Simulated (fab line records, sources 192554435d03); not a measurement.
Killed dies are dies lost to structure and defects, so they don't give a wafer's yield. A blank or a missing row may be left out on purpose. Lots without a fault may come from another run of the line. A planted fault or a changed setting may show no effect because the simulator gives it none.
Chamber matching | flow n5_finfet | N5_BEOL_M13_DESCUM_15 on rie_diel-01: 4 sister chambers
The step chemistry O2, time 7.9 s. 20 wafers are shown with their chamber, then 10 later ones without.

WAFERS WITH THEIR CHAMBER
wafer  | chamber | drypump_motor_current_A (A) | showerhead_plenum_p_Torr (Torr) | throttle_valve_pct (%)
L076.2 | 3       | 5.1                         | 2.13                            | 20.09
L076.3 | 1       | 5.7                         | 2.12                            | 20.43
L076.6 | 1       | 5.7                         | 2.12                            | 20.43
L081.4 | 1       | 5.7                         | 2.12                            | 20.45
L081.5 | 1       | 5.7                         | 2.12                            | 20.44
L081.6 | 2       | 5.7                         | 2.03                            | 20.18
L082.2 | 0       | 5.6                         | 2.09                            | 20.49
L082.3 | 1       | 5.7                         | 2.11                            | 20.45
L082.6 | 3       | 5.2                         | 2.13                            | 20.11
L083.1 | 2       | 5.7                         | 2.03                            | 20.19
L083.2 | 1       | 5.7                         | 2.11                            | 20.46
L083.4 | 0       | 5.6                         | 2.09                            | 20.49
L084.1 | 1       | 5.7                         | 2.11                            | 20.46
L084.2 | 2       | 5.7                         | 2.03                            | 20.18
L084.3 | 3       | 5.2                         | 2.12                            | 20.11
L091.2 | 3       | 5.2                         | 2.12                            | 20.13
L091.5 | 2       | 5.7                         | 2.03                            | 20.20
L091.6 | 3       | 5.2                         | 2.12                            | 20.15
L090.2 | 0       | 5.6                         | 2.09                            | 20.51
L090.5 | 3       | 5.1                         | 2.12                            | 20.13

SIGNATURES (means of the wafers above)
reading                  | chamber 0 | chamber 1 | chamber 2 | chamber 3 | scatter within a chamber
drypump_motor_current_A  | 5.600     | 5.700     | 5.700     | 5.167     | 0.0289
showerhead_plenum_p_Torr | 2.0900    | 2.1157    | 2.0300    | 2.1233    | 0.00436
throttle_valve_pct       | 20.4967   | 20.4457   | 20.1875   | 20.1200   | 0.0152
Rule: a wafer's distance from a chamber is the root of the sum, over the readings, of the square of ((its reading less the chamber's mean) divided by the reading's scatter). The wafer belongs to the nearest chamber; if the next one is less than 2 further off, it can't be placed. The scatter: the root of (the sum of the squares of (reading less its chamber's mean) over the shown wafers, divided by (wafers less chambers)).

WAFERS WITHOUT THEIR CHAMBER
wafer  | drypump_motor_current_A (A) | showerhead_plenum_p_Torr (Torr) | throttle_valve_pct (%)
L090.6 | 5.6                         | 2.09                            | 20.52
L096.2 | 5.6                         | 2.08                            | 20.52
L096.4 | 5.7                         | 2.11                            | 20.48
L096.5 | 5.6                         | 2.08                            | 20.52
L095.1 | 5.7                         | 2.02                            | 20.21
L095.2 | 5.7                         | 2.11                            | 20.50
L095.4 | 5.6                         | 2.08                            | 20.52
L093.3 | 5.6                         | 2.08                            | 20.53
L093.4 | 5.2                         | 2.12                            | 20.17
L093.6 | 5.1                         | 2.12                            | 20.14

WHICH CHAMBER EACH WENT THROUGH
wafer  | from the rows above     | in truth
L090.6 | 0                       | 0
L096.2 | 0                       | 0
L096.4 | 1                       | 1
L096.5 | 0                       | 0
L095.1 | 2                       | 2
L095.2 | can't be placed: 1 or 0 | 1
L095.4 | 0                       | 0
L093.3 | 0                       | 0
L093.4 | 3                       | 3
L093.6 | 3                       | 3
Placed correctly: 9 of 10. Can't be placed from these rows: 1 (the true chamber is among the candidates in 1). Placed wrongly: 0.
